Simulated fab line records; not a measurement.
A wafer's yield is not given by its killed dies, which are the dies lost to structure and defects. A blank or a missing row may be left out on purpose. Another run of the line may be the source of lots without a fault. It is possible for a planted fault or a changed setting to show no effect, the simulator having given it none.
The tool behind it: which one? ; flow n5_finfet ; Sampling: 9 lots, 27 wafers, 5 of 1938 route steps

WHAT THE GAUGES READ, wafer by wafer
N5_BEOL_M4_RC_MEAS_101.
lot;measured;on;DIBL_N (mV/V)
L834;day 7 18:26;prober-02;37.9 38.2 37.5
L836;day 8 06:11;prober-01;33.5 37.7 34.6
L837;day 8 15:01;prober-01;34.5 34.5 39.1
L838;day 8 18:02;prober-02;36.8 35.1 34.9
L846;day 14 14:58;prober-01;36.0 35.4 36.2
L847;day 14 08:04;prober-02;37.1 37.8 36.8
L852;day 13 19:43;prober-02;37.5 39.9 40.5
L854;day 13 01:41;prober-01;35.2 35.7 37.2
L857;day 15 04:40;prober-01;36.2 36.5 36.9

WHICH TOOL RAN EACH LOT (tool, then ch and the chambers of the sampled wafers, then the start)
lot;N5_FIN_SAQP_ETCH_65;N5_FIN_SAQP_MANDREL_ETCH_58;N5_FIN_SAQP_STRIP_77;N5_FIN_SAQP_ETCH_64
L834;rie_si-01 ch 0,2, day 2 01:05;rie_si-01 ch 0,2, day 2 01:07;rie_diel-03 ch 0,2, day 2 02:37;rie_si-02 ch 1,2, day 2 02:47
L836;rie_si-02 ch 1,3, day 2 12:44;rie_si-02 ch 1,3, day 2 12:46;rie_diel-04 ch 0,1,2, day 2 14:48;rie_si-01 ch 0,3, day 2 14:59
L837;rie_si-01 ch 2,3, day 2 18:23;rie_si-01 ch 2,3, day 2 18:25;rie_diel-02 ch 1,2,3, day 2 20:04;rie_si-06 ch 0,2, day 2 20:14
L838;rie_si-01 ch 1,2,3, day 2 23:49;rie_si-01 ch 1,2,3, day 2 23:50;rie_diel-04 ch 0,1,2, day 3 01:20;rie_si-01 ch 1,3, day 3 01:31
L846;rie_si-01 ch 1,3, day 5 04:28;rie_si-01 ch 1,3, day 5 04:29;rie_diel-03 ch 0,3, day 5 06:06;rie_si-01 ch 0,1,2, day 5 06:17
L847;rie_si-01 ch 0,1,3, day 5 08:05;rie_si-01 ch 0,1,3, day 5 08:07;rie_diel-04 ch 0,2,3, day 5 09:55;rie_si-01 ch 0,1,2, day 5 10:06
L852;rie_si-01 ch 1,2, day 6 12:14;rie_si-01 ch 1,2, day 6 12:17;rie_diel-02 ch 0,2,3, day 6 13:46;rie_si-06 ch 1,2, day 6 13:56
L854;rie_si-02 ch 0,1,2, day 7 01:37;rie_si-02 ch 0,1,2, day 7 01:39;rie_diel-04 ch 0,2,3, day 7 03:08;rie_si-02 ch 0,2,3, day 7 03:19
L857;rie_si-01 ch 1,2,3, day 7 23:20;rie_si-01 ch 1,2,3, day 7 23:22;rie_diel-02 ch 0,2,3, day 8 01:21;rie_si-01 ch 1,2,3, day 8 01:31
- N5_FIN_SAQP_ETCH_65: etches SiO2 in CF4, target depth 4 nm, time 4.4 s.
- N5_FIN_SAQP_MANDREL_ETCH_58: etches a-Si in HBr/Cl2, stops on SiNx, target depth 45 nm, bt time 10 s, time 27 s.
- N5_FIN_SAQP_STRIP_77: strips in N2/H2, time 90 s.
- N5_FIN_SAQP_ETCH_64: etches SiO2 in CF4, target depth 1.5 nm.

THE ANSWER, worked out from the rows above alone
Rule: the lots themselves supply what counts as usual. The widest of any qualifying gaps counts: lots, ordered by their means at a reading, are off when they make up no more than a third of the lots, leave a main group of 4 or more, and stand apart from it by 3 or more times the standard deviation of that group's means. If all means in a main group match to the digits the tables above print for the reading, that group is not used. Also off: a lot with no number at a reading for which 4 or more lots have one. Any other lot the step has rows for is counted as sound.
No lot is off on any of the readings shown, so nothing can be concluded from this.

WHAT THE SIMULATOR PUT IN
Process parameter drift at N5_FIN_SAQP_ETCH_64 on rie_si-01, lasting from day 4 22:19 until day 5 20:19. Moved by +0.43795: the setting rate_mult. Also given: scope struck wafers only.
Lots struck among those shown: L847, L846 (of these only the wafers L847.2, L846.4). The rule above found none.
